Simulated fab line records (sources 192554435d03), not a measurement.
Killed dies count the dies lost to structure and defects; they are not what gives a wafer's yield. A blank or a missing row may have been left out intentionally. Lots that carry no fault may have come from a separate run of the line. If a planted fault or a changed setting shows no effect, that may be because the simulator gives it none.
fab line records ; flow n5-finfet ; part 2 of 2: steps 5 to 6 of 6
record: lots: 23; wafers: 69; last-day: 21
route steps=1938 shown ILD0@340 SDB@360 HKMG_FIN@455 GATE_CUT@467
lots that met no fault: from a run of the same line without faults
start-h: the number of hours between the record's first day and the start of the first shown wafer of the lot ; wait-h: hours since the lot's step before ; " the same as in the row above ; L1.1+2: a row that stands for several wafers ; - either no value or no given start ; * or withheld: withheld ; < > ~ a bound
route shown NAME@n: names a module that has steps shown in the file, with the first one's number in the route ; usual: mean/standard deviation taken from wafers without a fault ; same: alike in all rows ; chamber/n: place in a boat ; sites: readings site by site ; _std_site: the values' standard deviation ; _edge_site: inner sites' mean taken away from outer sites' mean ; radius-mm: for every site, how far away it sits from the centre of the wafer ; mask NAME#n: copy n ; behind: the tool/chamber that last shaped the wafer ; hold: why the lot went on hold/how many hours it stayed there/how the hold came to an end ; device: which transistor (n, p or np) failed to switch ; end of line: the same wafers' tests at the end of the route ; step lacking rows: just its recipe ; killed: not the wafer's yield, but the dies lost to structure and defects at the first sort ; map: per-die view of a wafer (x killed, . not killed, _ where there is no die)
set.NAME: the run value of the setting; set.NAME@STEP: its run value at that earlier step ; model.NAME: the simulator's own value behind a step, which no gauge read
steps of the route over a sample of lots; a table a step, a row a wafer
services: the hour from which a tool's chamber was out of use, counted from the record's first day as start-h (under 0 if before that day), plus the number of hours and why
== steps ==
step: N5_GATE_CUT_ETCHBACK_30
recipe: chemistry: Cl2/Ar; target: TiN; target-depth-a: 30; mode: isotropic; pressure-mtorr: 10; icp-w: 600; bias-w: 60; Cl2_flow_sccm: 40; Ar_flow_sccm: 60
usual: drypump-motor-current-A: 5.7/0.38; mfc-cl2-sccm: 40.00/0.13; oes-product-au: 0.73/0.086; throttle-valve-pct: 20.85/0.25
lot.wafer;tool;chamber;start-h;wait-h;drypump-motor-current-A;mfc-cl2-sccm;oes-product-au;rf-hours-counter-h;throttle-valve-pct
L074.3;rie-metal-03;0;80.83;0.0;5.7;40.11;0.83;-;20.48
L074.4;rie-metal-03;1;80.83;0.0;5.7;39.79;0.76;-;20.76
L074.6;rie-metal-03;0;80.83;0.0;5.8;40.23;0.82;-;20.50
L075.1;rie-metal-01;1;85.70;0.1;5.9;40.05;0.61;123;20.96
L075.3;rie-metal-01;0;85.70;0.1;5.0;39.95;0.83;-;20.75
L075.6;rie-metal-01;0;85.70;0.1;5.0;39.87;0.83;-;20.75
L076.1;rie-metal-01;1;91.72;0.1;5.9;39.96;0.61;123;20.96
L076.4;rie-metal-01;0;91.72;0.1;5.0;39.94;0.83;-;20.75
L076.6;rie-metal-01;0;91.72;0.1;5.0;40.23;0.82;-;20.74
L077.3;rie-metal-03;0;100.73;0.0;5.7;40.01;0.82;-;20.49
L077.5;rie-metal-03;0;100.73;0.0;5.7;40.03;0.82;-;20.49
L077.6;rie-metal-03;1;100.73;0.0;5.6;40.00;0.76;-;20.79
L078.2;rie-metal-03;0;108.72;0.1;5.7;39.95;0.82;38;20.51
L078.4;rie-metal-03;1;108.72;0.1;5.6;39.96;0.76;-;20.77
L078.6;rie-metal-03;1;108.72;0.1;5.6;40.14;0.75;-;20.75
L079.2;rie-metal-02;0;114.73;0.1;6.2;39.83;0.69;69;21.32
L079.3;rie-metal-02;0;114.73;0.1;6.2;39.75;0.70;-;21.33
L079.4;rie-metal-02;1;114.73;0.1;6.0;40.22;0.63;-;20.90
L080.2;rie-metal-02;0;124.07;0.1;6.1;39.95;0.70;70;21.34
L080.3;rie-metal-02;1;124.07;0.1;6.0;39.87;0.63;-;20.91
L080.5;rie-metal-02;1;124.07;0.1;6.0;40.00;0.63;-;20.91
L081.1;rie-metal-03;0;130.54;0.1;5.7;40.23;0.82;38;20.50
L081.2;rie-metal-03;1;130.54;0.1;5.6;40.01;0.76;58;20.78
L081.5;rie-metal-03;1;130.54;0.1;5.6;40.01;0.75;-;20.77
L082.2;rie-metal-03;0;132.86;0.1;5.7;39.94;0.83;39;20.49
L082.5;rie-metal-03;0;132.86;0.1;5.7;39.98;0.82;-;20.48
L082.6;rie-metal-03;1;132.86;0.1;5.6;40.03;0.75;-;20.78
L083.2;rie-metal-02;0;135.25;0.1;6.1;39.95;0.69;70;21.33
L083.3;rie-metal-02;0;135.25;0.1;6.1;40.00;0.70;-;21.31
L083.4;rie-metal-02;1;135.25;0.1;6.0;40.21;0.63;-;20.91
L084.2;rie-metal-01;0;140.18;0.1;5.0;39.90;0.82;32;20.74
L084.4;rie-metal-01;0;140.18;0.1;5.0;39.92;0.82;-;20.76
L084.5;rie-metal-01;1;140.18;0.1;5.9;39.83;0.61;-;20.94
L085.1;rie-metal-03;1;144.76;0.1;5.6;39.91;0.76;58;20.77
L085.2;rie-metal-03;0;144.76;0.1;5.7;39.92;0.82;39;20.49
L085.3;rie-metal-03;1;144.76;0.1;5.7;40.05;0.76;-;20.78
L086.3;rie-metal-01;0;151.42;0.1;5.0;39.99;0.82;-;20.76
L086.4;rie-metal-01;1;151.42;0.1;5.9;39.96;0.61;-;20.95
L086.5;rie-metal-01;0;151.42;0.1;5.0;40.12;0.83;-;20.75
L087.2;rie-metal-01;1;157.06;0.1;5.9;39.92;0.61;126;20.94
L087.3;rie-metal-01;0;157.06;0.1;5.0;40.09;0.83;-;20.74
L087.5;rie-metal-01;0;157.06;0.1;5.0;40.00;0.83;-;20.76
L088.3;rie-metal-02;1;161.96;0.0;6.0;40.03;0.63;-;20.90
L088.5;rie-metal-02;1;161.96;0.0;6.0;39.86;0.62;-;20.88
L088.6;rie-metal-02;0;161.96;0.0;6.1;40.13;0.71;-;21.33
L089.2;rie-metal-02;0;167.37;0.1;6.2;40.21;0.69;72;21.33
L089.4;rie-metal-02;1;167.37;0.1;6.0;40.22;0.62;-;20.91
L089.6;rie-metal-02;1;167.37;0.1;6.0;40.10;0.63;-;20.90
L090.2;rie-metal-03;1;173.79;0.1;5.7;39.85;0.76;59;20.77
L090.4;rie-metal-03;0;173.79;0.1;5.7;39.92;0.83;-;20.48
L090.5;rie-metal-03;1;173.79;0.1;5.6;39.80;0.76;-;20.78
L091.1;rie-metal-02;0;179.74;0.1;6.1;39.98;0.69;73;21.33
L091.2;rie-metal-02;1;179.74;0.1;6.0;40.00;0.62;121;20.90
L091.4;rie-metal-02;1;179.74;0.1;6.0;40.22;0.62;-;20.90
L093.1;rie-metal-03;1;191.44;0.1;5.6;40.11;0.75;60;20.78
L093.5;rie-metal-03;1;191.44;0.1;5.6;39.85;0.75;-;20.76
L093.6;rie-metal-03;0;191.44;0.1;5.8;39.96;0.81;-;20.50
L094.2;rie-metal-02;1;204.53;0.1;6.0;39.93;0.62;-;20.91
L094.3;rie-metal-02;1;204.53;0.1;6.0;40.07;0.62;-;20.90
L094.4;rie-metal-02;1;204.53;0.1;6.0;40.08;0.62;-;20.92
L095.2;rie-metal-01;0;206.28;0.1;5.0;39.95;0.81;36;20.75
L095.3;rie-metal-01;1;206.28;0.1;5.9;39.93;0.60;-;20.96
L095.5;rie-metal-01;1;206.28;0.1;5.9;39.94;0.60;-;20.96
L096.2;rie-metal-01;0;211.69;0.1;5.0;40.06;0.81;-;20.76
L096.3;rie-metal-01;0;211.69;0.1;5.0;40.12;0.82;-;20.76
L096.4;rie-metal-01;0;211.69;0.1;5.0;40.03;0.81;-;20.78
L097.1;rie-metal-03;1;218.16;0.1;5.6;39.97;0.75;61;20.79
L097.2;rie-metal-03;0;218.16;0.1;5.8;39.80;0.81;42;20.50
L097.4;rie-metal-03;1;218.16;0.1;5.7;39.72;0.76;-;20.78
step: N5_GATE_CUT_HM_OPEN_40
recipe: chemistry: C4F6/O2; target: SiO2; mask-material: SiARC; target-depth-a: 1390; time-s: 85.1; ion-energy-ev: 250; pressure-mtorr: 30; source-w: 345; bias-w: 185; Ar_flow_sccm: 300; C4F6_flow_sccm: 10; O2_flow_sccm: 10; ends: cleared
usual: drypump-motor-current-A: 5.7/0.37; etch-rf-on-time-s: 92.8/3; oes-product-au: 0.74/0.079; rf-vpp-V: 661/15; showerhead-plenum-p-Torr: 2.87/0.088; throttle-valve-pct: 20.83/0.27
lot.wafer;tool;chamber;start-h;wait-h;drypump-motor-current-A;etch-rf-on-time-s;oes-product-au;rf-hours-counter-h;rf-vpp-V;showerhead-plenum-p-Torr;throttle-valve-pct
L074.3;rie-diel-03;3;84.61;0.0;5.2;92.1;0.87;9;656;3.05;20.89
L074.4;rie-diel-03;2;84.61;0.0;6.3;92.3;0.83;41;666;2.98;20.55
L074.6;rie-diel-03;0;84.61;0.0;6.1;85.4;0.77;-;679;2.84;20.40
L075.1;rie-diel-02;1;89.36;0.0;5.4;91.8;0.72;108;672;2.77;20.78
L075.3;rie-diel-02;3;89.36;0.0;5.9;90.0;0.70;148;681;2.94;20.77
L075.6;rie-diel-02;0;89.36;0.0;5.8;95.6;0.62;-;650;2.85;21.35
L076.1;rie-diel-02;1;95.51;0.0;5.4;90.1;0.73;109;670;2.77;20.79
L076.4;rie-diel-02;3;95.51;0.0;5.8;92.8;0.69;-;681;2.94;20.76
L076.6;rie-diel-02;1;95.51;0.0;5.4;92.0;0.72;-;672;2.77;20.78
L077.3;rie-diel-03;2;104.34;0.0;6.3;90.3;0.81;43;666;2.98;20.55
L077.5;rie-diel-03;0;104.34;0.0;6.1;86.2;0.77;-;679;2.84;20.41
L077.6;rie-diel-03;1;104.34;0.0;5.8;93.1;0.65;-;657;2.92;21.36
L078.2;rie-diel-03;2;112.46;0.0;6.3;90.6;0.81;45;666;2.97;20.55
L078.4;rie-diel-03;3;112.46;0.0;5.2;93.4;0.85;14;657;3.05;20.90
L078.6;rie-diel-03;0;112.46;0.0;6.2;87.5;0.77;-;678;2.84;20.41
L079.2;rie-diel-06;2;118.37;0.0;5.2;97.1;0.82;7;635;2.94;20.63
L079.3;rie-diel-06;1;118.37;0.0;5.5;94.7;0.62;211;660;2.91;20.91
L079.4;rie-diel-06;0;118.37;0.0;6.3;92.2;0.73;73;649;2.86;20.61
L080.2;rie-diel-06;0;127.97;0.0;6.3;92.9;0.73;73;649;2.86;20.61
L080.3;rie-diel-06;2;127.97;0.0;5.2;94.7;0.83;8;634;2.94;20.65
L080.5;rie-diel-06;3;127.97;0.0;5.4;93.9;0.83;-;677;2.79;20.83
L081.1;rie-diel-02;1;134.29;0.0;5.4;89.8;0.72;116;671;2.77;20.78
L081.2;rie-diel-02;0;134.29;0.0;5.7;92.4;0.61;227;652;2.84;21.37
L081.5;rie-diel-02;0;134.29;0.0;5.8;95.1;0.61;-;651;2.84;21.36
L082.2;rie-diel-03;2;136.62;0.0;6.2;89.7;0.80;49;664;2.97;20.55
L082.5;rie-diel-03;1;136.62;0.0;5.7;91.4;0.64;-;659;2.91;21.35
L082.6;rie-diel-03;2;136.62;0.0;6.2;91.7;0.80;-;666;2.97;20.58
L083.2;rie-diel-02;2;139.00;0.0;5.6;93.1;0.71;127;653;2.65;21.03
L083.3;rie-diel-02;3;139.00;0.0;5.9;91.4;0.69;158;681;2.93;20.79
L083.4;rie-diel-02;0;139.00;0.0;5.8;95.2;0.61;229;653;2.84;21.37
L084.2;rie-diel-06;2;144.77;0.0;5.2;96.0;0.82;10;635;2.94;20.63
L084.4;rie-diel-06;1;144.77;0.0;5.5;96.8;0.62;214;660;2.91;20.94
L084.5;rie-diel-06;2;144.77;0.0;5.2;98.4;0.81;-;636;2.94;20.64
L085.1;rie-diel-03;2;148.38;0.0;6.2;91.2;0.80;51;665;2.97;20.57
L085.2;rie-diel-03;0;148.38;0.0;6.2;85.4;0.75;105;679;2.84;20.41
L085.3;rie-diel-03;1;148.38;0.0;5.8;93.4;0.65;208;657;2.91;21.34
L086.3;rie-diel-06;3;155.07;0.0;5.4;94.4;0.81;21;678;2.79;20.85
L086.4;rie-diel-06;2;155.07;0.0;5.2;99.8;0.82;12;636;2.94;20.65
L086.5;rie-diel-06;0;155.07;0.0;6.2;93.7;0.73;-;649;2.86;20.61
L087.2;rie-diel-06;1;160.68;0.0;5.5;94.1;0.61;216;660;2.91;20.93
L087.3;rie-diel-06;2;160.68;0.0;5.2;96.8;0.82;13;635;2.94;20.66
L087.5;rie-diel-06;2;160.68;0.0;5.2;94.4;0.83;-;637;2.94;20.64
L088.3;rie-diel-03;0;165.70;0.0;6.2;84.4;0.76;109;676;2.84;20.44
L088.5;rie-diel-03;0;165.70;0.0;6.2;87.4;0.75;-;679;2.84;20.42
L088.6;rie-diel-03;3;165.70;0.0;5.2;92.5;0.83;-;656;3.04;20.89
L089.2;rie-diel-02;3;171.18;0.0;5.9;91.6;0.67;163;682;2.93;20.79
L089.4;rie-diel-02;0;171.18;0.0;5.8;93.4;0.61;234;654;2.84;21.36
L089.6;rie-diel-02;2;171.18;0.0;5.7;92.3;0.71;-;653;2.65;21.06
L090.2;rie-diel-06;0;177.61;0.0;6.2;91.0;0.73;81;650;2.86;20.64
L090.4;rie-diel-06;1;177.61;0.0;5.5;95.3;0.62;219;661;2.91;20.94
L090.5;rie-diel-06;2;177.61;0.0;5.2;94.3;0.81;-;634;2.94;20.64
L091.1;rie-diel-06;0;183.89;0.0;6.2;92.6;0.73;82;650;2.86;20.62
L091.2;rie-diel-06;2;183.89;0.0;5.2;94.7;0.80;18;635;2.93;20.65
L091.4;rie-diel-06;3;183.89;0.0;5.4;94.9;0.81;27;677;2.79;20.84
L093.1;rie-diel-06;0;196.92;0.0;6.2;92.9;0.72;86;648;2.85;20.66
L093.5;rie-diel-06;1;196.92;0.0;5.5;98.2;0.61;-;659;2.90;20.94
L093.6;rie-diel-06;2;196.92;0.0;5.1;96.7;0.81;-;635;2.93;20.66
L094.2;rie-diel-03;2;208.28;0.0;6.3;92.6;0.78;62;666;2.97;20.58
L094.3;rie-diel-03;3;208.28;0.0;5.1;92.3;0.82;34;656;3.04;20.92
L094.4;rie-diel-03;0;208.28;0.0;6.2;87.4;0.75;119;679;2.83;20.43
L095.2;rie-diel-06;0;210.43;0.0;6.2;92.6;0.72;89;648;2.85;20.65
L095.3;rie-diel-06;2;210.43;0.0;5.2;94.2;0.81;26;635;2.93;20.65
L095.5;rie-diel-06;3;210.43;0.0;5.4;92.9;0.81;-;678;2.79;20.85
L096.2;rie-diel-02;3;215.39;0.0;5.9;89.0;0.67;175;681;2.92;20.81
L096.3;rie-diel-02;0;215.39;0.0;5.8;91.6;0.61;245;651;2.84;21.40
L096.4;rie-diel-02;1;215.39;0.0;5.4;92.8;0.70;129;670;2.77;20.80
L097.1;rie-diel-06;2;222.04;0.0;5.2;94.7;0.79;30;636;2.93;20.66
L097.2;rie-diel-06;1;222.04;0.0;5.4;92.6;0.61;232;661;2.90;20.94
L097.4;rie-diel-06;3;222.04;0.0;5.4;91.2;0.80;37;677;2.78;20.85
== services ==
tool;chamber;start-h;hours;kind
rie-metal-03;-;41.19;1.4;pm
rie-metal-03;1;44.23;5.9;repair
cmp-01;-;49.19;0.6;repair
cmp-01;-;63.05;0.8;repair
cmp-03;-;70.51;3.6;repair
cmp-01;-;85.63;4.0;pm
rie-metal-03;-;87.47;0.3;repair
cmp-02;-;94.13;2.5;repair
cmp-01;-;97.63;2.3;repair
rie-diel-06;-;105.21;0.6;repair
plasma-asher-01;-;106.04;2.8;pm
rie-diel-01;1;110.94;3.2;repair
plasma-asher-02;-;115.22;13.2;repair
cmp-04;-;122.74;6.0;pm
rie-diel-01;-;123.84;1.0;repair
cmp-02;-;145.23;0.3;repair
rie-diel-01;-;147.93;0.5;repair
rie-metal-03;-;147.94;3.5;repair
cmp-02;-;160.85;4.0;pm
cmp-04;-;168.36;0.7;repair
cmp-04;-;177.61;0.6;repair
cmp-01;-;204.95;3.9;pm
rie-diel-01;0;208.40;5.3;repair
cmp-04;-;221.71;4.0;pm
